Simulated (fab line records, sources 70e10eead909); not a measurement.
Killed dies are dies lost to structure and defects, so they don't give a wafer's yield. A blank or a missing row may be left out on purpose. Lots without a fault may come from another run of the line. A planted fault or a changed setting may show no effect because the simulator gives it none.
Tool commonality check | flow nand_harc | 2 lots, 6 wafers sampled

WHY IT WAS OPENED
At NHARC_END_SORT_01 the reading killed_at_array is flagged on 2 of 2 lots. Wafers without a fault read 31, standard deviation 12.
Rule: a lot is flagged when every wafer of it that has a number lies more than 4 standard deviations from that mean, or none has a number. The other lots count as sound.

lot  | measured     | on        | killed_at_array, wafer by wafer | flag
L609 | day 19 13:35 | prober-01 | 672 675 674                     | FLAGGED
L608 | day 19 21:23 | prober-02 | 675 676 676                     | FLAGGED
The numbers of the flagged lots are 675 on average: +644 against the usual, or +54 standard deviations.

WHICH TOOL RAN EACH LOT
The record holds 4 process steps before the reading, out of a route of 1159 steps. In each cell: the tool, then ch and the chambers that the sampled wafers went through, then the start.
lot  | flag    | NHARC_A_CONTACT_DESCUM_74          | NHARC_A_CONTACT_ETCH_125             | NHARC_A_CONTACT_ETCH_127             | NHARC_A_CONTACT_ETCH_131
L609 | FLAGGED | rie_diel-05 ch 0,1,2, day 17 02:47 | har_cap_etch-03 ch 0,1, day 17 04:06 | har_cap_etch-03 ch 0,1, day 17 04:23 | har_cap_etch-03 ch 0,1, day 17 04:57
L608 | FLAGGED | rie_diel-06 ch 0,3, day 17 03:25   | har_cap_etch-01 ch 0,1, day 17 04:45 | har_cap_etch-01 ch 0,1, day 17 05:02 | har_cap_etch-01 ch 0,1, day 17 05:36
What these steps do:
- NHARC_A_CONTACT_DESCUM_74: chemistry O2, time 3 s.
- NHARC_A_CONTACT_ETCH_125: etches the open film in C4F8/O2/Ar, time 155 s, target depth 956 nm.
- NHARC_A_CONTACT_ETCH_127: etches the open film in C4F8/O2/Ar, time 155 s, target depth 956 nm.
- NHARC_A_CONTACT_ETCH_131: etches the open film in C4F8/O2/Ar, time 155 s, target depth 956 nm.
- NHARC_END_SORT_01

FLAGGED OVER TOTAL, TOOL BY TOOL (the gauges that took the reading come last)
step                      | tool            | lots run | flagged | share of the flagged lots | sound lots run after its first flagged lot
NHARC_A_CONTACT_DESCUM_74 | rie_diel-05     | 1        | 1       | some                      | 0
NHARC_A_CONTACT_DESCUM_74 | rie_diel-06     | 1        | 1       | some                      | 0
NHARC_A_CONTACT_ETCH_125  | har_cap_etch-01 | 1        | 1       | some                      | 0
NHARC_A_CONTACT_ETCH_125  | har_cap_etch-03 | 1        | 1       | some                      | 0
NHARC_A_CONTACT_ETCH_127  | har_cap_etch-01 | 1        | 1       | some                      | 0
NHARC_A_CONTACT_ETCH_127  | har_cap_etch-03 | 1        | 1       | some                      | 0
NHARC_A_CONTACT_ETCH_131  | har_cap_etch-01 | 1        | 1       | some                      | 0
NHARC_A_CONTACT_ETCH_131  | har_cap_etch-03 | 1        | 1       | some                      | 0
NHARC_END_SORT_01         | prober-01       | 1        | 1       | some                      | 0
NHARC_END_SORT_01         | prober-02       | 1        | 1       | some                      | 0

WHAT THE TABLE ALLOWS
No row of the table ran every flagged lot.

WHAT THE SIMULATOR HAD PUT IN
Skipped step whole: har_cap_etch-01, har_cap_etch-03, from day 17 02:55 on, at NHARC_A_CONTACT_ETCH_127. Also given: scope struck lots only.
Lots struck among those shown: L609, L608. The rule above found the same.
